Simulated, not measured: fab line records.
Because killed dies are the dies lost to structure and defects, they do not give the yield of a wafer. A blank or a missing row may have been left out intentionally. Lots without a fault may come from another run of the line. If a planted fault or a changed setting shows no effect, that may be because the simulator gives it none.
Problem report in the 8D (eight disciplines) form, filled by code | flow nandHarc | the parts of the form that need people (team, actions taken, sign-off) are left out

## 1. WHAT WENT WRONG
killedAtArray at NHARC_END_SORT_01 reads a mean of 674 on 6 wafers of 2 lots; wafers without a fault read 51 with a standard deviation of 17. Relative to the usual mean, that is a shift of +37 standard deviations.
The first sign was on wafer L978.4 at day 31 07:17, on prober-01. The record holds 33 wafers of 11 lots with a number at this step. Rule for "out" (also "out of limits"): further than 4 standard deviations from the usual mean. Any other wafer with a number is counted as sound.

## 2. WHAT IT IS AND WHAT IT IS NOT
question                    | is                        | is not
which readings at this step | killedAtArray, killedDies | killedAtOther, killedAtPeriphery
which lots                  | L978, L981                | L963, L965, L966, L967, L968, L972, L973, L974, L979
which wafers of those lots  | all that have a number    | -
read on which gauges        | prober-01, prober-02      | -
when                        | from day 31 07:17         | up to then (27 sound wafers)

## 3. WHAT RULES OUT EACH SUSPECT
Counting: any tool at a process step up to the reading is kept as a suspect provided that every lot that is out went through it and no sound lot did after the first of them.
- the gauge at NHARC_END_SORT_01 has been ruled out. 2 gauges (prober-01, prober-02) read the wafers that are out.
- rieDiel-03 at NHARC_A_STAIRCASE_TRIM_18 (chemistry O2, time 211.2 s): kept. All lots that are out passed through it, beginning with L978 at day 22 17:55, and no sound lot followed; its final sound lot before that point was L979 at day 22 09:29. NHARC_A_STAIRCASE_TRIM_18: start missing for some lots; hours and lot order therefore follow NHARC_A_STAIRCASE_ETCH_19.
- rieDiel-03 at NHARC_A_STAIRCASE_ETCH_19 (etches the open film in C4F8/O2, target depth 100 nm, time 40.5 s): kept. All lots that are out passed through it, beginning with L978 at day 22 17:55, and no sound lot followed; its final sound lot before that point was L979 at day 22 09:29.
Remaining after the count are rieDiel-03 at NHARC_A_STAIRCASE_TRIM_18 and rieDiel-03 at NHARC_A_STAIRCASE_ETCH_19.

## 4. THE CAUSE (what the simulator had put in)
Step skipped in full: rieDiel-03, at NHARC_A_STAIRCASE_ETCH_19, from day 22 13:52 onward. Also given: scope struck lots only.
2 suspects survive the count, and this tool is in that group.

## 5. THE EFFECT CHAIN, in route order
One row per reading whose mean, taken over the struck wafers that have a number, lies over 3 standard deviations from the usual. Only readings for which the record gives a usual standard deviation are gone through. hours: the time from each lot's start at the first step in this table that gives one to its start at this step, as a median over the lots. sigmas: the change in usual standard deviations.
hours | step              | reading       | usual | on struck wafers | change | sigmas
0     | NHARC_END_SORT_01 | killedAtArray | 51    | 674              | +623   | +37
0     | NHARC_END_SORT_01 | killedDies    | 57    | 677              | +620   | +34
Readings that are blank on the struck wafers while sound wafers have them: biasW at NHARC_A_STAIRCASE_ETCH_19; chamberPressureMTorr at NHARC_A_STAIRCASE_ETCH_19; oesProductAu at NHARC_A_STAIRCASE_ETCH_19; rfVppV at NHARC_A_STAIRCASE_ETCH_19.

## 6. HOW IT WOULD HAVE BEEN CAUGHT EARLIER
209 hours passed between the start of the fault at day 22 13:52 and the first reading out of limits at a measuring or inspecting step in this record, taken at day 31 07:17.
At NHARC_A_STAIRCASE_ETCH_19 the tool's readings are blank on the struck wafers, where sound wafers have them: an empty tool record is the first sign, and it was there at once.
By day 31 07:17 the whole set of lots that are out, 2 in number, had already begun NHARC_A_STAIRCASE_ETCH_19 on rieDiel-03. Holding the tool at that point would not have protected any of them.
